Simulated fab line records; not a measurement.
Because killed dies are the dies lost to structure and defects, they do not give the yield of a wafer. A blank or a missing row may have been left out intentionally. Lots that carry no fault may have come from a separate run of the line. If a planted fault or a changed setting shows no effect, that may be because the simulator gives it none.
Split-lot study + flow n5_finfet + 7 lots, 21 wafers read, on a route of 1938 steps

THE SPLIT
At N5_BEOL_M1_PECVD_72 (deposits SiO2 from TEOS/O2, target thk 16 nm, time 18 s), the setting time_s was moved away from the recipe's 18 s on 6 of the 21 wafers read, by -11.6% to +6.6%. For the rest of the wafers, this setting stayed at what the recipe calls for.

The split's own step is where the reading is taken.

THE READING
SiO2_of_BEOL_M1_PECVD_72.thk_nm (the simulator's own value, which no gauge read), in nm, at N5_BEOL_M1_PECVD_72 (deposits SiO2 from TEOS/O2, target thk 16 nm, time 18 s). There is no usual value for it anywhere in the file. The 15 wafers here that ran the recipe average 16.0 nm, standard deviation 0.18 nm.

| wafer  | tool, chamber at the split | time_s as run, s | against the recipe | SiO2_of_BEOL_M1_PECVD_72.thk_nm, nm | against lot-mates on the recipe |
|--------|----------------------------|------------------|--------------------|-------------------------------------|---------------------------------|
| L079.1 | pecvd-01, 1,0              | 16.92            | -6.0%              | 15                                  | -1.2                            |
| L079.4 | pecvd-01, 1,0              | 16.92            | -6.0%              | 15                                  | -1.2                            |
| L079.6 | pecvd-01, 2                | 18               | recipe             | 16.2                                | -                               |
| L080.1 | pecvd-01, 2                | 18               | recipe             | 15.8                                | -                               |
| L080.5 | pecvd-01, 0                | 18               | recipe             | 16                                  | -                               |
| L080.6 | pecvd-01, 2                | 18               | recipe             | 16.2                                | -                               |
| L082.1 | pecvd-02, 2,0              | 18               | recipe             | 16.2                                | -                               |
| L082.6 | pecvd-02, 2,0              | 18               | recipe             | 16.2                                | -                               |
| L082.2 | pecvd-02, 0                | 17.08            | -5.1%              | 15.4                                | -0.8                            |
| L084.2 | pecvd-01, 0                | 18               | recipe             | 15.8                                | -                               |
| L084.3 | pecvd-01, 2                | 18               | recipe             | 16                                  | -                               |
| L084.4 | pecvd-01, 0                | 18               | recipe             | 16.4                                | -                               |
| L087.1 | pecvd-01, 1,0              | 18               | recipe             | 15.8                                | -                               |
| L087.4 | pecvd-01, 1,0              | 18               | recipe             | 15.8                                | -                               |
| L087.6 | pecvd-01, 2                | 18               | recipe             | 16                                  | -                               |
| L089.3 | pecvd-01, 1                | 15.91            | -11.6%             | 14.4                                | -1.6                            |
| L089.4 | pecvd-01, 0                | 15.91            | -11.6%             | 14.6                                | -1.4                            |
| L089.5 | pecvd-01, 1                | 18               | recipe             | 16                                  | -                               |
| L095.1 | pecvd-04, 2,1              | 18               | recipe             | 16                                  | -                               |
| L095.6 | pecvd-04, 2,1              | 18               | recipe             | 16                                  | -                               |
| L095.3 | pecvd-04, 0                | 19.19            | +6.6%              | 17                                  | +1.0                            |
The file does not say which wafer passed through which chamber wherever a row lists several chambers: such a row stands for several wafers.

THE FIT
A straight line over all 21 wafers: SiO2_of_BEOL_M1_PECVD_72.thk_nm changes by +0.139 nm for each +1% of time_s; r = +0.96; the points scatter about the line by 0.18 nm.
The same after taking each lot's own level away (the mean of its wafers on the recipe; 21 wafers): +0.144 nm for each +1%; r = +0.96; scatter 0.18 nm.
According to that fit, moving time_s by its largest amount changes the reading by 1.7 nm.
Measured against the standard deviation above, the lots' own levels, which go from 15.87 to 16.20 nm, span 1.9 times it.
Consequently the slope shifts little with the lot-to-lot level, the two slopes agreeing.
Check: for one of the wafers moved furthest among these (-11.6%), held out of the fit, the line's prediction against its lot-mates is -1.74 nm. It came out at -1.6 nm against them.

FURTHER SPLITS ON THESE WAFERS
Before the reading, these wafers also passed through other splits. Each is held against what the fit with the lots' levels taken away leaves over:
| other split on the same wafers        | wafers away from the commonest value | r with SiO2_of_BEOL_M1_PECVD_72.thk_nm (lot level and that fit taken away) |
|---------------------------------------|--------------------------------------|----------------------------------------------------------------------------|
| N5_HKMG_FIN_ETCH_31 bias_w            | 10                                   | +0.11                                                                      |
| N5_GATE_CUT_DESCUM_18 time_s          | 7                                    | -0.07                                                                      |
| N5_GATE_CUT_ETCH_36 cf4_flow_sccm     | 7                                    | +0.05                                                                      |
| N5_MOL_CONTACT_COAG_ETCH_106 source_w | 3                                    | -0.11                                                                      |
| N5_MOL_CONTACT_COAG_ETCH_110 bias_w   | 8                                    | -0.06                                                                      |
| N5_BEOL_M0_SAQP_HM_DEP_111 time_s     | 8                                    | -0.17                                                                      |
| N5_BEOL_M0_SAQP_COAT_81 temp_c        | 7                                    | -0.57                                                                      |
| N5_BEOL_M0_SAQP_ETCH_107 bias_w       | 2                                    | +0.18                                                                      |

THE FILE'S OWN FIT
SiO2_of_BEOL_M1_PECVD_72.thk_nm changes by +0.147 nm for each +1% of time_s, r = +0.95.
